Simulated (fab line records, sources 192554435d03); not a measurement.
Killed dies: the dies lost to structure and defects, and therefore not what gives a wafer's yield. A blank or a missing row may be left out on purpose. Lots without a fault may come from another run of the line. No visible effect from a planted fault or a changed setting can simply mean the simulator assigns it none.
Split-lot experiment | flow n5Finfet | 21 wafers read from 7 lots, route of 1938 steps

== THE SPLIT ==
At N5_ZERO_LAYER_COAT_05 (resist thk 1000 nm), the setting spinRpm was moved away from the recipe's 1500 rpm on 4 of the 21 wafers read, by -7.5% to +6.6%. All remaining wafers had this setting at the recipe value.

== FROM THE SPLIT TO THE READING: what the file shows between them, 3 steps ==
- N5_ZERO_LAYER_EBR_07
- N5_ZERO_LAYER_SOFTBAKE_06: time 90 s
- N5_ZERO_LAYER_DESCUM_16: chemistry O2, time 7.9 s

== THE READING ==
coat_of_ZERO_LAYER_COAT_05.thkNm (the simulator's own value, which no gauge read), in nm, at N5_ZERO_LAYER_ETCH_17 (etches SiO2 in CF4, target depth 12 nm, time 13.3 s). There is no usual value for it anywhere in the file. Across the 17 wafers here that went through the recipe, the average is 970.5 nm and the standard deviation 3.5 nm.

wafer  | tool, chamber at the split | spinRpm as run, rpm | against the recipe | coat_of_ZERO_LAYER_COAT_05.thkNm, nm | against lot-mates on the recipe
L085.2 | lithoTrack-03, 0           | 1500                | recipe             | 970                                  | -
L085.4 | lithoTrack-03, 0           | 1500                | recipe             | 974.1                                | -
L085.6 | lithoTrack-03, 0           | 1500                | recipe             | 970.4                                | -
L090.2 | lithoTrack-03, 0           | 1500                | recipe             | 968.4                                | -
L090.3 | lithoTrack-03, 0           | 1388                | -7.5%              | 1007                                 | +38.6
L090.5 | lithoTrack-03, 0           | 1388                | -7.5%              | 1007                                 | +38.6
L091.1 | lithoTrack-03, 0           | 1500                | recipe             | 966.6                                | -
L091.3 | lithoTrack-03, 0           | 1599                | +6.6%              | 932.5                                | -34.1
L091.6 | lithoTrack-03, 0           | 1599                | +6.6%              | 933.4                                | -33.2
L092.1 | lithoTrack-03, 0           | 1500                | recipe             | 975.2                                | -
L092.5 | lithoTrack-03, 0           | 1500                | recipe             | 976.3                                | -
L092.6 | lithoTrack-03, 0           | 1500                | recipe             | 977.6                                | -
L094.2 | lithoTrack-02, 0           | 1500                | recipe             | 969.2                                | -
L094.3 | lithoTrack-02, 0           | 1500                | recipe             | 970.1                                | -
L094.5 | lithoTrack-02, 0           | 1500                | recipe             | 967.7                                | -
L095.1 | lithoTrack-03, 0           | 1500                | recipe             | 967.8                                | -
L095.2 | lithoTrack-03, 0           | 1500                | recipe             | 967                                  | -
L095.5 | lithoTrack-03, 0           | 1500                | recipe             | 974.4                                | -
L096.2 | lithoTrack-04, 0           | 1500                | recipe             | 967.3                                | -
L096.5 | lithoTrack-04, 0           | 1500                | recipe             | 966                                  | -
L096.6 | lithoTrack-04, 0           | 1500                | recipe             | 970.3                                | -

THE FIT
A straight line over all 21 wafers: coat_of_ZERO_LAYER_COAT_05.thkNm changes by -5.24 nm for each +1% of spinRpm; r = -0.98; the points scatter about the line by 3.6 nm.
The same after taking each lot's own level away (the mean of its wafers on the recipe; 21 wafers): -5.14 nm for each +1%; r = -0.99; scatter 1.8 nm.
That fit puts the effect of the largest move of spinRpm on the reading at 38 nm.
Across the lots, their own levels run from 966.60 to 976.37 nm, a range of 2.8 times the standard deviation given above.
Consequently the slope shifts little with the lot-to-lot level, the two slopes agreeing.
Check: for one of the wafers moved furthest among these (-7.5%), held out of the fit, the line's prediction against its lot-mates is +38.3 nm. It came out at +38.6 nm against them.

== THE WHOLE CHAIN: every reading that the file lists as answering this split, in the file's order ==
step                   | what it does                                        | reading                                                                           | change (the file's fit)              | r (the file's)
N5_ZERO_LAYER_COAT_05  | resist thk 1000 nm                                  | coat_of_ZERO_LAYER_COAT_05.thkNm (the simulator's own value, which no gauge read) | -5.18 nm for each +1% of the setting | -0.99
N5_ZERO_LAYER_ETCH_17  | etches SiO2 in CF4, target depth 12 nm, time 13.3 s | coat_of_ZERO_LAYER_COAT_05.thkNm (the simulator's own value, which no gauge read) | -5.12 nm for each +1% of the setting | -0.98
N5_ZERO_LAYER_STRIP_24 | strips in O2                                        | stripTimeToEndpointS                                                              | withheld for each +1% of the setting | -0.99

== FILE'S OWN FIT ==
coat_of_ZERO_LAYER_COAT_05.thkNm changes by -5.12 nm for each +1% of spinRpm, r = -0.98.
